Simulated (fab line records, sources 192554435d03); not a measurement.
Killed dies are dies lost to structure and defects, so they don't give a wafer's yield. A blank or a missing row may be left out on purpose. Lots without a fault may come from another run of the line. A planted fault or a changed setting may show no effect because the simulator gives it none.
Which tool did it? | flow n5_finfet | 12 lots, 36 wafers sampled, at 1 step of a route of 1938

WHAT THE GAUGES READ, wafer by wafer
N5_BEOL_M4_INSPECT_13: inspects for defects (brightfield).
lot  | measured     | on                | raw_defect_count
L074 | day 7 06:29  | defect_inspect-02 | 288 250 286
L077 | day 8 01:31  | defect_inspect-01 | 563 435 458
L079 | day 8 13:30  | defect_inspect-02 | 426 455 330
L081 | day 9 04:11  | defect_inspect-01 | 290 504 478
L082 | day 9 08:47  | defect_inspect-01 | 467 419 455
L085 | day 9 21:08  | defect_inspect-02 | 372 410 584
L087 | day 10 12:19 | defect_inspect-02 | 362 520 508
L088 | day 10 22:40 | defect_inspect-02 | 384 493 451
L089 | day 11 10:25 | defect_inspect-01 | 512 450 435
L093 | day 11 20:34 | defect_inspect-02 | 341 329 401
L095 | day 12 08:43 | defect_inspect-01 | 348 439 554
L097 | day 13 01:17 | defect_inspect-01 | 440 479 453

WHICH TOOL RAN EACH LOT (tool, then ch and the chambers of the sampled wafers, then the start)
The record holds no process step before these readings.

THE ANSWER, worked out from the rows above alone
Rule: what is usual is taken from the lots themselves. Put in order of their means at a reading, lots are off if they are a third of the lots or fewer, leave a main group of 4 or more, and stand apart from it by a gap of 3 or more times the standard deviation of the main group's means; of several such gaps the widest counts. A main group whose means are all the same, to the digits that the tables above print for the reading, isn't used. A lot without any number at a reading at which 4 lots or more have one is off too. The other lots that the step has rows for count as sound.
No lot is off at any reading shown: from this, nothing can be told.

WHAT THE SIMULATOR HAD PUT IN
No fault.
